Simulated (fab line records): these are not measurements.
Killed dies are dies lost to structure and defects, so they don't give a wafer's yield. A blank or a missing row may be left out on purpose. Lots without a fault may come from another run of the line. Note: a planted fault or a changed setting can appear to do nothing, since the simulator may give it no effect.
Which tool is to blame? | flow nand harc | Sampling: 13 lots, 39 wafers, 5 of 1302 route steps

== WHAT THE GAUGES READ, wafer by wafer ==
NHARC_END_SORT_01. Usual: value, then standard deviation, for each; defect limited yield 91 % / 3; killed at array 56 / 20; killed at other 1 / 1.3; killed at periphery 3.5 / 2.7; killed dies 60 / 20; killed open 3.3 / 1.6; killed short 2.4 / 1.5.
lot  | measured     | on        | defect limited yield (%) | killed at array | killed at other | killed at periphery | killed dies | killed open | killed short | flag
L678 | day 25 04:04 | prober-02 | 0 0 0                    | 82 81 59        | 592 588 610     | 3 8 8               | 677 677 677 | 5 2 2       | 2 3 2        | OFF
L681 | day 26 10:28 | prober-02 | 0 0 0                    | 35 61 57        | 641 613 619     | 1 3 1               | 677 677 677 | 5 5 3       | 2 3 2        | OFF

== TOOL THAT RAN EACH LOT (tool first, then ch and the chambers of the sampled wafers, then the start) ==
lot  | NHARC_A_BONDPAD_ETCH_24                       | NHARC_A_BONDPAD_PRE_CLEAN_26            | NHARC_THIN_TSV_ECD_20          | NHARC_THIN_TSV_DEGAS_53
L676 | rie diel-13 ch 1,2,3, day 22 20:40 or earlier | pvd sputter-02, day 22 20:40 or earlier | ecd cu-02 ch 0,1, day 22 20:40 | pvd sputter-02, day 22 22:11
L677 | rie diel-07 ch 0,1,3, day 23 23:58 or earlier | pvd sputter-02, day 23 23:58 or earlier | ecd cu-01 ch 0,1, day 23 23:58 | pvd sputter-02, day 24 01:31
L678 | rie diel-13 ch 1,2,3, day 24 16:38 or earlier | pvd sputter-03, day 24 16:38 or earlier | ecd cu-02 ch 0,1, day 24 16:38 | pvd sputter-03, day 24 18:05
L681 | rie diel-13 ch 0,1,2, day 25 22:43 or earlier | pvd sputter-02, day 25 22:43 or earlier | ecd cu-01 ch 0,1, day 25 22:43 | pvd sputter-02, day 26 00:10
L684 | rie diel-07 ch 2,3, day 26 17:46 or earlier   | pvd sputter-01, day 26 17:46 or earlier | ecd cu-01 ch 0,1, day 26 17:46 | pvd sputter-01, day 26 19:06
L687 | rie diel-07 ch 0,1,2, day 27 18:06 or earlier | pvd sputter-03, day 27 18:06 or earlier | ecd cu-02 ch 0,1, day 27 18:06 | pvd sputter-01, day 27 19:35
L689 | rie diel-13 ch 2,3, day 28 17:52 or earlier   | pvd sputter-03, day 28 17:52 or earlier | ecd cu-01 ch 0,1, day 28 17:52 | pvd sputter-02, day 28 19:23
L691 | rie diel-13 ch 0,2,3, day 30 03:27 or earlier | pvd sputter-02, day 30 03:27 or earlier | ecd cu-02 ch 0,1, day 30 03:27 | pvd sputter-02, day 30 04:59
L692 | rie diel-07 ch 0,1, day 30 13:44 or earlier   | pvd sputter-02, day 30 13:44 or earlier | ecd cu-01 ch 0, day 30 13:44   | pvd sputter-01, day 30 15:11
L693 | rie diel-07 ch 0,1,2, day 30 14:57 or earlier | pvd sputter-03, day 30 14:57 or earlier | ecd cu-02 ch 0,1, day 30 14:57 | pvd sputter-02, day 30 16:29
L696 | rie diel-13 ch 0,1,2, day 31 17:27 or earlier | pvd sputter-02, day 31 17:27 or earlier | ecd cu-02 ch 0,1, day 31 17:27 | pvd sputter-01, day 31 18:59
L697 | rie diel-07 ch 1,2, day 32 15:43 or earlier   | pvd sputter-02, day 32 15:43 or earlier | ecd cu-02 ch 0,1, day 32 15:43 | pvd sputter-03, day 32 17:15
L698 | rie diel-13 ch 1,2, day 32 17:11 or earlier   | pvd sputter-03, day 32 17:11 or earlier | ecd cu-02 ch 0,1, day 32 17:11 | pvd sputter-02, day 32 18:46
- NHARC_A_BONDPAD_ETCH_24: etches the open film in CF4/N2, target depth 30 nm, time 72.99 s.
- NHARC_A_BONDPAD_PRE_CLEAN_26: time 30 s.
- NHARC_THIN_TSV_ECD_20: material Cu, target thk 2000 nm.
- NHARC_THIN_TSV_DEGAS_53: time 60 s.

== WHAT THE TOOLS THEMSELVES READ (means of the sampled wafers that have a number; where no wafer has one, the mark that the record gives instead) ==
NHARC_A_BONDPAD_ETCH_24. Usual: drypump motor current A 5.5 A, standard deviation 0.32; n2 flow sccm 100.01 sccm, standard deviation 0.27; oes product au 1.002 a.u., standard deviation 0.0093; rf vpp V 314.7 V, standard deviation 1.9; showerhead plenum p Torr 2.65 Torr, standard deviation 0.1; throttle valve pct 19.793 %, standard deviation 0.0087.
lot  | tool        | drypump motor current A (A) | n2 flow sccm (sccm) | oes product au (a.u.) | rf vpp V (V) | showerhead plenum p Torr (Torr) | throttle valve pct (%) | flag
L676 | rie diel-13 | 5.4                         | 100.13              | 0.992                 | 315.2        | 2.72                            | 19.793                 |
L677 | rie diel-07 | 5.5                         | 100.13              | 1.009                 | 313.0        | 2.56                            | 19.800                 |
L678 | rie diel-13 | 5.4                         | 100.07              | 1.013                 | 316.2        | 2.72                            | 19.791                 |
L681 | rie diel-13 | 5.5                         | 99.83               | 1.010                 | 315.4        | 2.68                            | 19.791                 |
L684 | rie diel-07 | 5.3                         | 99.83               | 1.004                 | 313.8        | 2.61                            | 19.793                 |
L687 | rie diel-07 | 5.5                         | 99.88               | 1.004                 | 312.6        | 2.56                            | 19.794                 |
L689 | rie diel-13 | 5.6                         | 99.96               | 0.987                 | 315.0        | 2.71                            | 19.794                 |
L691 | rie diel-13 | 5.6                         | 100.01              | 0.999                 | 315.6        | 2.67                            | 19.790                 |
L692 | rie diel-07 | 5.6                         | 99.73               | 1.005                 | 312.0        | 2.51                            | 19.790                 |
L693 | rie diel-07 | 5.5                         | 100.15              | 1.014                 | 313.3        | 2.55                            | 19.797                 |
L696 | rie diel-13 | 5.5                         | 99.98               | 0.997                 | 315.5        | 2.68                            | 19.794                 |
L697 | rie diel-07 | 5.3                         | 100.09              | 1.011                 | 313.4        | 2.57                            | 19.791                 |
L698 | rie diel-13 | 5.3                         | 99.83               | 1.000                 | 316.0        | 2.72                            | 19.789                 |

NHARC_A_BONDPAD_PRE_CLEAN_26. Usual: heater power w 429 W, standard deviation 44; susceptor temp C 280.04 C, standard deviation 0.19.
lot  | tool           | heater power w (W) | susceptor temp C (C) | flag
L676 | pvd sputter-02 | 407                | 280.17               |
L677 | pvd sputter-02 | 446                | 280.16               |
L678 | pvd sputter-03 | 436                | 279.98               |
L681 | pvd sputter-02 | 459                | 279.92               |
L684 | pvd sputter-01 | 460                | 280.05               |
L687 | pvd sputter-03 | 430                | 280.20               |
L689 | pvd sputter-03 | 457                | 280.00               |
L691 | pvd sputter-02 | 410                | 280.09               |
L692 | pvd sputter-02 | 455                | 279.96               |
L693 | pvd sputter-03 | 431                | 280.02               |
L696 | pvd sputter-02 | 441                | 280.21               |
L697 | pvd sputter-02 | 388                | 279.92               |
L698 | pvd sputter-03 | 433                | 280.14               |

NHARC_THIN_TSV_DEGAS_53. Usual: heater power w 483 W, standard deviation 58; susceptor temp C 300.00 C, standard deviation 0.19.
lot  | tool           | heater power w (W) | susceptor temp C (C) | flag
L676 | pvd sputter-02 | 490                | 299.93               |
L677 | pvd sputter-02 | 521                | 299.95               |
L678 | pvd sputter-03 | 504                | 300.02               |
L681 | pvd sputter-02 | 545                | 299.84               |
L684 | pvd sputter-01 | 441                | 299.98               |
L687 | pvd sputter-01 | 462                | 299.99               |
L689 | pvd sputter-02 | 488                | 299.99               |
L691 | pvd sputter-02 | 450                | 299.96               |
L692 | pvd sputter-01 | 535                | 300.19               |
L693 | pvd sputter-02 | 482                | 299.97               |
L696 | pvd sputter-01 | 497                | 299.84               |
L697 | pvd sputter-03 | 472                | -                    | OFF
L698 | pvd sputter-02 | 455                | -                    | OFF

== THE ANSWER, worked out from the rows above alone ==
Rule: take the mean of a lot's wafers that have a number; if it is more than 3 standard deviations from the usual mean, the lot is off. Also off: a lot with no number at a reading for which 4 or more lots have one. All remaining lots with rows at the step are treated as sound. Order of review: gauges by route order, followed by the tools' own readings, for which a lot's mean as printed above is used. At the first step where some lot is off, the reading lying furthest off is the one used; lots without a number count as furthest.
Off: L678, L681 (NHARC_END_SORT_01, killed at other). Neither off nor sound, because the step has no rows for them: L676, L677, L684, L687, L689, L691, L692, L693, L696, L697, L698.
A tool fits if, at a process step before that reading, it ran every lot that is off, and no sound lot after the first of them. Gauges at NHARC_END_SORT_01: tried the same way as those tools. NHARC_A_BONDPAD_ETCH_24: start missing for some lots; hours and lot order therefore follow NHARC_THIN_TSV_ECD_20. NHARC_A_BONDPAD_PRE_CLEAN_26: start missing for some lots; hours and lot order therefore follow NHARC_THIN_TSV_ECD_20. This does not decide it: 2 tools fit, namely rie diel-13 at NHARC_A_BONDPAD_ETCH_24 and prober-02 at NHARC_END_SORT_01.

== WHAT WAS PUT IN BY THE SIMULATOR ==
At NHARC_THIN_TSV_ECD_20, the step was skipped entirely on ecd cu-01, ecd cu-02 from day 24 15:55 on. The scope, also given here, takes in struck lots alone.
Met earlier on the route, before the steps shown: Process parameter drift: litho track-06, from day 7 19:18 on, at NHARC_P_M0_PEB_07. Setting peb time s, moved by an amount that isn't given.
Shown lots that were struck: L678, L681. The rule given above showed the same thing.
